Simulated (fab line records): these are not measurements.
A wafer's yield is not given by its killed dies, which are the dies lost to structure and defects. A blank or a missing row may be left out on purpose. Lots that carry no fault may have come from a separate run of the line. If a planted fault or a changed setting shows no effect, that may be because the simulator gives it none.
Struck lot and sound lot, side by side ; flow nand-harc ; 17 steps out of a route of 1302
Sound: wafers L404.3, L404.4, L404.6. Struck: wafers L419.2, L419.4, L419.6. The cause is given at the end.
Per side, at each step with rows, come the tool, then ch with its chambers, and then its first start. Under that, the readings that differ: sound wafers ; struck wafers ; difference of the means ; sigmas: that difference in standard deviations of wafers without a fault.
alike: a reading whose means differ by less than 2 such deviations, as well as words and numbers matching on both sides. not compared: withheld readings; readings where some wafer has no value; bounds like >300 that might hide an equal value; numbers whose values overlap and for which the record gives no deviation.
Wherever a step has rows on one side only, a row that says differs or no value, or a row with sigmas, the two part there. Numbers that have no deviation but don't overlap get no sigmas and don't part them. A reading that every wafer of one side lacks parts them only if that side has two wafers or more.

first, 1 step without rows for these wafers: NHARC_P_ZERO_WELL_HARDBAKE_12 (time 65 s).
NHARC_P_ZERO_WELL_DESCUM_13: chemistry O2, time 3 s.
  sound on rie-diel-08 ch 1,2, day 4 19:24; struck on rie-diel-07 ch 0,1,2, day 11 01:17
  alike: chamber-pressure-mTorr, drypump-motor-current-A, oes-product-au, rf-vpp-V, showerhead-plenum-p-Torr, throttle-valve-pct
  not compared: rf-hours-counter-h
NHARC_P_ZERO_WELL_ETCH_65: etches the open film in N2/H2, target depth 80 nm, overetch 24 nm, time 87.88 s.
  sound on rie-diel-08 ch 2,3, day 4 19:29; struck on rie-diel-07 ch 0,1,3, day 11 01:22
  alike: chamber-pressure-mTorr, drypump-motor-current-A, oes-product-au, rf-vpp-V, showerhead-plenum-p-Torr, throttle-valve-pct
  not compared: rf-hours-counter-h
NHARC_P_ZERO_WELL_ETCH_62: etches the open film in CHF3/Ar, target depth 13 nm, time 6.5 s.
  sound: rie-diel-08 ch 0,1,3; struck: rie-diel-07 ch 2,3
  alike: chamber-pressure-mTorr, drypump-motor-current-A, oes-product-au, rf-vpp-V, showerhead-plenum-p-Torr, throttle-valve-pct
  not compared: rf-hours-counter-h
NHARC_P_ZERO_WELL_ETCH_63: etches the open film in HBr/Cl2, target depth 120 nm, time 40.1 s.
  sound on rie-si-05 ch 0,2,3, day 4 19:41; struck on rie-si-05 ch 1,2, day 11 01:31
  alike: chamber-pressure-mTorr, drypump-motor-current-A, he-backside-leak-sccm, oes-product-au, throttle-valve-pct
  not compared: rf-hours-counter-h
then, 7 steps without rows for these wafers: NHARC_P_ZERO_WELL_STRIP_15 (strips in SPM, time 900 s); NHARC_P_ZERO_WELL_DEHYDRATE_16 (time 120 s); NHARC_P_ZERO_WELL_HMDS_17 (time 30 s); NHARC_P_ZERO_WELL_COAT_18; NHARC_P_ZERO_WELL_SOFTBAKE_19 (time 95 s); NHARC_P_ZERO_WELL_EBR_20; NHARC_P_ZERO_WELL_EXPOSE_21 (exposes mask P NWELL, target cd 720 nm).
NHARC_P_ZERO_WELL_PEB_22: peb time 85 s.
  sound on litho-track-03 ch 0, day 4 20:29; struck on litho-track-05 ch 0, day 11 02:22
reading;sound;struck;difference;sigmas
heater-power-total-W (W);164.12 163.72 163.80;176.92 176.94 176.99;+13.07;+48
plate-temp-C (C);117.95 117.81 117.80;124.43 124.49 124.62;+6.66;+48
then, 1 step without rows for these wafers: NHARC_P_ZERO_WELL_DEVELOP_23 (time 70 s).
NHARC_P_ZERO_WELL_CD_MEAS_24 targets a cd of 720 nm.
  sound on cd-sem-02 ch 0, day 4 20:35; struck on cd-sem-01 ch 0
reading;sound;struck;difference;sigmas
cd-nm (nm);716.6 719.3 719.5;724.5 727.0 725.7;+7.3;+4
  not compared: hold
NHARC_P_ZERO_WELL_DESCUM_26: chemistry O2, time 3 s.
  sound on rie-diel-07 ch 1,2,3, day 4 20:46; struck on rie-diel-07 ch 0,1, day 11 04:41
reading;sound;struck;difference;sigmas
rf-vpp-V (V);59.0 59.3 59.1;57.8 56.8 57.3;-1.8;-2
model.P_ZERO_WELL.cd-nm (nm);717.6 719.5 719.4;724.7 726.9 725.8;+7.0;
  alike: chamber-pressure-mTorr, drypump-motor-current-A, oes-product-au, showerhead-plenum-p-Torr, throttle-valve-pct
  not compared: rf-hours-counter-h
next, for these wafers, 1 step has no rows: NHARC_P_ZERO_WELL_IMPLANT_27.

== WHERE THEY PART ==
First at NHARC_P_ZERO_WELL_PEB_22; last, within this record, at NHARC_P_ZERO_WELL_DESCUM_26.

WHY: the cause the simulator had injected
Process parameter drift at NHARC_P_ZERO_WELL_PEB_22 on litho-track-05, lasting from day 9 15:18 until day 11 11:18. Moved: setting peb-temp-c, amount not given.
